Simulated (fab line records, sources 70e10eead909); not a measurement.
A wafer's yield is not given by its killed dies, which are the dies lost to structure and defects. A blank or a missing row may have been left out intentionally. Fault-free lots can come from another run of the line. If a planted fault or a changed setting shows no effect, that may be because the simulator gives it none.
fab line records	flow nand_harc
record lots=7	wafers=21	last_day=33
route steps=1302 shown THIN_TSV@1256
lots untouched by any fault: they come from a run of this same line in which no faults occurred
start_h: the number of hours between the record's first day and the start of the first shown wafer of the lot	wait_h: hours since the lot's step before	" same as the row above	L1.1+2: a row that stands for several wafers	- value missing, or start not given	* or withheld: withheld	< > ~ a bound
route shown NAME@n: names a module that has steps shown in the file, with the first one's number in the route	usual: mean and standard deviation over wafers with no fault	same: alike in all rows	chamber/n: place in a boat	sites: per-site readings	_std_site: standard deviation across them	_edge_site: outer sites' mean less inner sites'	radius_mm: how far each site lies from the wafer's centre	mask NAME#n: copy n	behind: the most recent tool/chamber to have shaped the wafer	hold: cause of the lot's hold/its duration in hours/its outcome	device: whichever transistor did not switch (one of n, p or np)	end of line: at the end of the route, the tests of the same wafers	a step without rows: its recipe alone	killed: not the wafer's yield, but the dies lost to structure and defects at the first sort	map: shows each die of a wafer: x if killed, . if not, _ if none is there
set.NAME: setting as actually run; set.NAME@STEP: the setting as run at that earlier step	model.NAME: the simulator's own value behind a step, which no gauge read
lots seen at some steps along the route; tables by step, rows by wafer
services: from which hour (start_h, from the record's first day; less than 0 if before it) a tool's chamber was out of use, for how many hours, and why
## steps
# step NHARC_THIN_TSV_EXPOSE_09
# recipe na=0.55	dose_mj=30.7	mask_id=TSV
# step NHARC_THIN_TSV_PEB_10
# recipe peb_temp_c=118	peb_time_s=85
# step NHARC_THIN_TSV_DEVELOP_11
# recipe time_s=70
# step NHARC_THIN_TSV_CD_MEAS_12
# recipe target_cd_nm=1000	landing_energy_ev=500
# usual cd_nm=999.1/1.9
lot.wafer	tool	chamber	start_h	wait_h	cd_nm
L473.2	cd_sem-03	0	629.74	-	997.3
L473.4	"	0	"	"	1000.9
L473.5	"	0	"	"	999.6
L476.2	cd_sem-03	0	665.33	-	1002.2
L476.3	"	0	"	"	1000.9
L476.5	"	0	"	"	1000.5
L479.1	cd_sem-01	0	697.47	-	999.3
L479.2	"	0	"	"	996.4
L479.5	"	0	"	"	998.1
L481.2	cd_sem-01	0	722.69	-	999.7
L481.3	"	0	"	"	1000.2
L481.4	"	0	"	"	1001.5
L484.3	cd_sem-02	0	735.23	-	998.7
L484.4	"	0	"	"	1000.9
L484.6	"	0	"	"	999.8
L482.1	cd_sem-01	0	736.52	-	1001.0
L482.3	"	0	"	"	998.8
L482.4	"	0	"	"	1001.7
L487.3	cd_sem-01	0	783.41	-	999.6
L487.5	"	0	"	"	1001.3
L487.6	"	0	"	"	1002.8
# step NHARC_THIN_TSV_HARDBAKE_13
# recipe temp_c=125	time_s=80
# step NHARC_THIN_TSV_DESCUM_14
# recipe time_s=3	o2_flow_sccm=200	ar_flow_sccm=0	bias_power_w=0	chemistry=O2
# usual chamber_pressure_mTorr=59.99/0.056	drypump_motor_current_A=5.9/0.57	oes_product_au=1.000/0.0091	rf_vpp_V=57.7/0.91	showerhead_plenum_p_Torr=1.88/0.065	throttle_valve_pct=11.311/0.0091
lot.wafer	tool	chamber	start_h	wait_h	chamber_pressure_mTorr	drypump_motor_current_A	oes_product_au	rf_hours_counter_h	rf_vpp_V	showerhead_plenum_p_Torr	throttle_valve_pct
L473.2	rie_diel-09	1	629.89	-	59.96	5.4	1.003	9	56.4	1.79	11.302
L473.4	"	0	"	"	59.96	6.8	0.994	10	57.0	1.84	11.311
L473.5	"	2	"	"	60.04	6.7	0.985	-	57.1	1.83	11.330
L476.3	rie_diel-07	3	665.49	-	59.90	5.8	1.009	0	57.4	1.89	11.299
L476.2	"	0	"	"	60.00	5.8	1.011	0	56.3	1.91	11.307
L476.5	"	3	"	"	60.00	5.8	1.014	-	57.2	1.88	11.318
L479.1	rie_diel-09	0	697.64	-	59.94	6.9	1.008	1	57.3	1.83	11.307
L479.2	"	1	"	"	60.07	5.4	0.986	1	57.4	1.78	11.306
L479.5	"	3	"	"	59.91	5.8	0.986	-	58.3	1.87	11.304
L481.4	rie_diel-07	3	722.85	-	60.06	5.8	1.009	3	57.6	1.88	11.300
L481.2	"	0	"	"	59.98	5.8	0.992	2	58.8	1.91	11.303
L481.3	"	2	"	"	59.98	6.1	0.993	3	58.2	1.96	11.316
L484.3	rie_diel-09	0	735.39	-	59.99	6.8	1.003	4	58.0	1.83	11.290
L484.4	"	3	"	"	60.09	5.8	0.995	5	57.1	1.87	11.301
L484.6	"	1	"	"	59.97	5.4	1.002	-	58.1	1.78	11.318
L482.1	rie_diel-05	1	736.68	-	60.08	5.1	1.000	7	58.4	1.94	11.308
L482.3	"	3	"	"	60.02	6.2	0.990	8	57.2	1.83	11.317
L482.4	"	0	"	"	59.96	5.0	0.988	8	59.0	1.99	11.308
L487.3	rie_diel-05	1	783.56	-	59.93	5.1	1.012	1	56.8	1.94	11.315
L487.5	"	1	"	"	59.98	5.1	1.008	-	58.2	1.94	11.297
L487.6	"	2	"	"	59.96	6.5	1.009	-	57.6	1.98	11.298
# step NHARC_THIN_TSV_ETCH_44
# recipe target_depth_a=15942	time_s=797.1	cf4_flow_sccm=150	o2_flow_sccm=10	ar_flow_sccm=0	rf_w=300	bias_w=800	chemistry=CF4/O2
# usual chamber_pressure_mTorr=29.998/0.025	drypump_motor_current_A=5.9/0.57	oes_product_au=1.000/0.009	rf_vpp_V=793/3.9	showerhead_plenum_p_Torr=1.80/0.059	throttle_valve_pct=16.915/0.0087
lot.wafer	tool	chamber	start_h	wait_h	chamber_pressure_mTorr	drypump_motor_current_A	oes_product_au	rf_hours_counter_h	rf_vpp_V	showerhead_plenum_p_Torr	throttle_valve_pct
L473.2	rie_diel-09	1	630.03	0.1	29.993	5.4	1.011	9	787	1.72	16.916
L473.4	"	2	"	"	29.989	6.7	0.996	9	791	1.76	16.906
L473.5	"	1	"	"	29.976	5.4	0.997	-	788	1.72	16.919
L476.3	rie_diel-07	0	665.63	0.1	30.004	5.8	1.006	0	793	1.83	16.918
L476.2	"	2	"	"	30.040	6.0	1.013	0	798	1.87	16.926
L476.5	"	0	"	"	30.000	5.8	0.995	-	794	1.83	16.898
L479.2	rie_diel-09	3	697.71	0.1	29.963	5.8	0.988	1	792	1.80	16.921
L479.1	"	2	"	"	29.996	6.7	1.014	1	789	1.76	16.908
L479.5	"	0	"	"	30.001	6.8	0.996	-	790	1.76	16.908
L481.3	rie_diel-07	0	722.94	0.1	30.004	5.8	1.001	3	794	1.83	16.936
L481.4	"	2	"	"	29.964	6.1	1.011	3	797	1.87	16.915
L481.2	"	3	"	"	29.970	5.8	1.024	3	792	1.81	16.925
L484.4	rie_diel-09	1	735.59	0.2	29.986	5.4	0.999	4	787	1.71	16.918
L484.3	"	2	"	"	29.993	6.7	0.996	5	790	1.76	16.911
L484.6	"	3	"	"	29.990	5.8	0.986	-	792	1.79	16.900
L482.3	rie_diel-05	0	736.82	0.1	29.973	5.0	0.985	8	797	1.90	16.925
L482.1	"	1	"	"	30.027	5.1	0.996	7	796	1.86	16.908
L482.4	"	2	"	"	29.981	6.5	1.021	6	798	1.89	16.921
L487.3	rie_diel-05	1	783.77	0.2	29.968	5.1	1.004	2	796	1.86	16.898
L487.5	"	3	"	"	30.013	6.3	0.997	-	789	1.75	16.909
L487.6	"	0	"	"	29.991	5.0	1.000	-	798	1.90	16.909
# step NHARC_THIN_TSV_ETCH_15
# recipe target_depth_a=30000	bosch_target_overetch_cycles=2	bosch_etch_step_s=2.8	bosch_dep_step_s=1.2	bosch_cycles=14
# usual drypump_motor_current_A=5.7/0.49
# same bosch_cycles=14	bosch_etch_step_s=2.8
lot.wafer	tool	chamber	start_h	wait_h	drypump_motor_current_A	rf_hours_counter_h
L473.4	rie_si-03	1	630.55	-	6.6	0.3
L473.2	"	0	"	"	5.8	0.3
L473.5	"	2	"	"	5.8	-
L476.2	rie_si-02	0	666.16	-	5.9	0.1
L476.3	"	1	"	"	5.7	0.1
L476.5	"	3	"	"	5.7	-
L479.1	rie_si-02	2	698.28	-	5.2	0.3
L479.2	"	3	"	"	5.8	0.3
L479.5	"	2	"	"	5.1	-
L481.3	rie_si-03	3	723.51	-	4.7	0.9
L481.2	"	1	"	"	6.6	0.9
L481.4	"	0	"	"	5.8	-
L484.4	rie_si-02	1	736.04	-	5.8	0.5
L484.3	"	2	"	"	5.1	0.5
L484.6	"	2	"	"	5.1	-
L482.1	rie_si-06	3	737.35	-	5.7	0.7
L482.3	"	0	"	"	5.1	0.8
L482.4	"	1	"	"	6.2	0.7
L487.3	rie_si-03	3	784.23	-	4.7	0.1
L487.5	"	3	"	"	4.6	-
L487.6	"	0	"	"	5.8	-
# step NHARC_THIN_TSV_CD_MEAS_16
# usual cd_nm=999.3/2
lot.wafer	tool	chamber	start_h	wait_h	cd_nm
L473.2	cd_sem-01	-	630.70	0.1	996.9
L473.4	"	-	"	"	1001.3
L473.5	"	-	"	"	999.1
L476.2	cd_sem-01	-	666.29	0.1	1001.7
L476.3	"	-	"	"	1001.2
L476.5	"	-	"	"	1000.9
L479.1	cd_sem-02	-	698.43	0.1	1000.5
L479.2	"	-	"	"	997.4
L479.5	"	-	"	"	998.5
L481.2	cd_sem-01	-	723.68	0.1	999.5
L481.3	"	-	"	"	1000.2
L481.4	"	-	"	"	1001.6
L484.3	cd_sem-03	-	736.19	0.1	998.0
L484.4	"	-	"	"	1001.3
L484.6	"	-	"	"	999.8
L482.1	cd_sem-02	-	737.49	0.1	1000.2
L482.3	"	-	"	"	998.6
L482.4	"	-	"	"	1001.9
L487.3	cd_sem-03	-	784.38	0.1	999.9
L487.5	"	-	"	"	1002.5
L487.6	"	-	"	"	1002.8
# step NHARC_THIN_TSV_STRIP_45
# recipe power_w=1500	temp_c=250	chemistry=O2
# step NHARC_THIN_TSV_STRIP_46
# recipe time_s=1200	temp_c=72.5	chemistry=post_etch_residue_remover
# step NHARC_THIN_TSV_DEP_47
# recipe target_thk_a=2000	temp_c=withheld	pressure_torr=6.5	rf_w=900	teos_flow_sccm=161.4	flow_sccm=2650	target_thk_nm=200	gas=O2	material=SiO2
# usual showerhead_vpp_V=1855/89	throttle_valve_pct=16.3/0.62
lot.wafer	tool	chamber	start_h	wait_h	showerhead_vpp_V	throttle_valve_pct
L473.2	pecvd-01	1	631.78	-	1733	17.4
L473.5	"	1	"	"	1759	17.4
L473.4	"	2	"	"	1859	16.4
L476.3	pecvd-01	2	667.21	-	1891	15.9
L476.2	"	0	"	"	1977	16.0
L476.5	"	0	"	"	1975	16.1
L479.1	pecvd-01	1	699.37	-	1735	17.1
L479.2	"	0	"	"	1955	15.4
L479.5	"	0	"	"	1978	15.3
L481.2	pecvd-01	0	724.82	-	1969	15.3
L481.3	"	1	"	"	1763	17.0
L481.4	"	2	"	"	1886	16.5
L484.3	pecvd-02	1	737.16	-	1921	15.9
L484.4	"	0	"	"	1876	15.9
L484.6	"	1	"	"	1905	16.0
L482.3	pecvd-01	2	738.41	-	1873	16.3
L482.1	"	0	"	"	1981	15.8
L482.4	"	0	"	"	1977	15.5
L487.3	pecvd-01	0	785.25	-	2005	15.6
L487.5	"	0	"	"	1979	15.7
L487.6	"	2	"	"	1908	16.3
# step NHARC_THIN_TSV_ETCHBACK_48
# recipe target_depth_a=10285	over_etch_frac=0.3	time_s=405.17	ion_energy_ev=250	c4f8_flow_sccm=withheld	ar_flow_sccm=withheld	rf_w=600	bias_w=300	chemistry=C4F8/Ar
# usual bias_w=299.9/0.79	chamber_pressure_mTorr=24.996/0.022	oes_product_au=0.936/0.022	over_etch_frac=0.3/0	rf_vpp_V=545.5/2.6
lot.wafer	tool	chamber	start_h	wait_h	bias_w	chamber_pressure_mTorr	oes_product_au	over_etch_frac	rf_hours_counter_h	rf_vpp_V
L473.4	rie_diel-09	2	632.21	-	300.2	25.012	0.923	0.3	9.2	543.5
L473.2	"	3	"	"	300.3	25.001	0.923	0.3	9.7	546.2
L473.5	"	0	"	"	299.5	25.023	0.919	0.3	-	544.5
L476.2	rie_diel-09	3	667.56	-	300.2	24.975	0.924	0.3	11.4	545.1
L476.3	"	2	"	"	300.3	24.984	0.915	0.3	11.2	544.4
L476.5	"	0	"	"	299.0	24.987	0.923	0.3	-	542.5
L479.1	rie_diel-07	3	699.81	-	300.6	24.980	0.945	0.3	2.1	545.4
L479.2	"	1	"	"	300.1	24.987	0.928	0.3	2.0	544.3
L479.5	"	2	"	"	300.0	25.012	0.944	0.3	-	547.6
L481.2	rie_diel-07	0	725.17	-	-	-	-	-	-	-
L481.3	"	2	"	"	-	-	-	-	-	-
L481.4	"	3	"	"	-	-	-	-	-	-
L484.3	rie_diel-09	2	737.52	-	-	-	-	-	-	-
L484.4	"	3	"	"	-	-	-	-	-	-
L484.6	"	2	"	"	-	-	-	-	-	-
L482.4	rie_diel-07	3	738.77	-	-	-	-	-	-	-
L482.1	"	1	"	"	-	-	-	-	-	-
L482.3	"	2	"	"	-	-	-	-	-	-
L487.3	rie_diel-07	3	785.69	-	299.4	25.009	0.923	0.3	5.8	545.3
L487.6	"	2	"	"	299.2	24.938	0.912	0.3	-	549.4
L487.5	"	3	"	"	298.0	24.958	0.925	0.3	-	545.7
# step NHARC_THIN_TSV_STRIP_62
# recipe power_w=1500	temp_c=250	time_s=20	chemistry=N2/H2
# usual drypump_motor_current_A=5.7/0.58	heater_power_w=344/12
lot.wafer	tool	chamber	start_h	wait_h	drypump_motor_current_A	heater_power_w	rf_hours_counter_h
L473.2	plasma_asher-01	0	632.51	-	5.5	353	22
L473.4	"	1	"	"	6.2	356	-
L473.5	"	1	"	"	6.2	344	-
L476.2	plasma_asher-01	1	667.93	-	6.2	346	30
L476.3	"	1	"	"	6.2	344	-
L476.5	"	0	"	"	5.5	352	-
L479.2	plasma_asher-02	0	700.74	-	4.8	339	20
L479.1	"	1	"	"	6.3	324	20
L479.5	"	1	"	"	6.3	324	-
L481.2	plasma_asher-01	0	725.55	0.3	5.5	343	3
L481.4	"	1	"	"	6.2	359	-
L481.3	"	0	"	"	5.5	344	-
L484.4	plasma_asher-01	1	737.92	0.3	6.2	360	-
L484.3	"	0	"	"	5.5	348	-
L484.6	"	1	"	"	6.2	357	-
L482.1	plasma_asher-01	1	739.15	0.3	6.2	359	6
L482.3	"	0	"	"	5.5	357	-
L482.4	"	1	"	"	6.2	354	-
L487.3	plasma_asher-01	0	786.07	-	5.5	343	-
L487.6	"	1	"	"	6.2	355	-
L487.5	"	0	"	"	5.5	348	-
## services
tool	chamber	start_h	hours	kind
pecvd-02	0	622.36	28.2	repair
rie_si-02	-	631.00	9.0	pm
rie_diel-05	2	635.47	6.6	repair
rie_diel-05	-	636.64	0.2	repair
rie_si-06	1	645.91	5.6	repair
rie_diel-07	-	648.25	9.0	pm
rie_si-02	-	652.55	0.8	repair
rie_diel-09	-	674.10	9.0	pm
pecvd-01	-	685.31	13.0	pm
plasma_asher-01	-	696.54	9.0	pm
rie_diel-07	-	701.65	0.5	repair
rie_si-06	1	704.15	2.6	repair
rie_si-06	1	711.95	12.6	repair
rie_si-06	3	714.15	6.8	repair
rie_si-03	2	719.09	5.4	repair
rie_diel-07	2	725.67	1.3	repair
rie_si-03	1	747.89	9.0	repair
rie_si-03	-	752.00	9.0	pm
rie_diel-09	0	756.43	9.0	repair
rie_si-06	0	756.92	8.6	repair
rie_diel-05	-	760.64	9.0	pm
pecvd-02	-	770.19	13.0	pm
rie_si-06	-	780.00	9.0	pm
rie_diel-09	1	781.95	4.1	repair
## key
first_sign step=NHARC_THIN_TSV_ETCHBACK_48	reading=tool_record	direction=missing
effect none on later readings
met_at NHARC_THIN_TSV_ETCHBACK_48
struck_wafers L481.2,L481.3,L481.4,L482.1,L482.3,L482.4,L484.3,L484.4,L484.6
later_rows_left_out L481.2,L481.3,L481.4,L482.1,L482.3,L482.4,L484.3,L484.4,L484.6
sort_left_out L481.2,L481.3,L481.4,L482.1,L482.3,L482.4,L484.3,L484.4,L484.6
onset_between 699.81 725.17
fault kind=skipped_step_whole	tool=rie_diel-07,rie_diel-09	chamber=-	onset_h=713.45	steps=NHARC_THIN_TSV_ETCHBACK_48	scope=struck_lots_only
# sort_left_out: the simulated sort isn't trusted on such a fault, so these wafers' sort isn't shown, and their yield isn't known
# later_rows_left_out: the simulator's readings of these wafers behind a module that went badly wrong aren't trusted and aren't shown, but for the sort
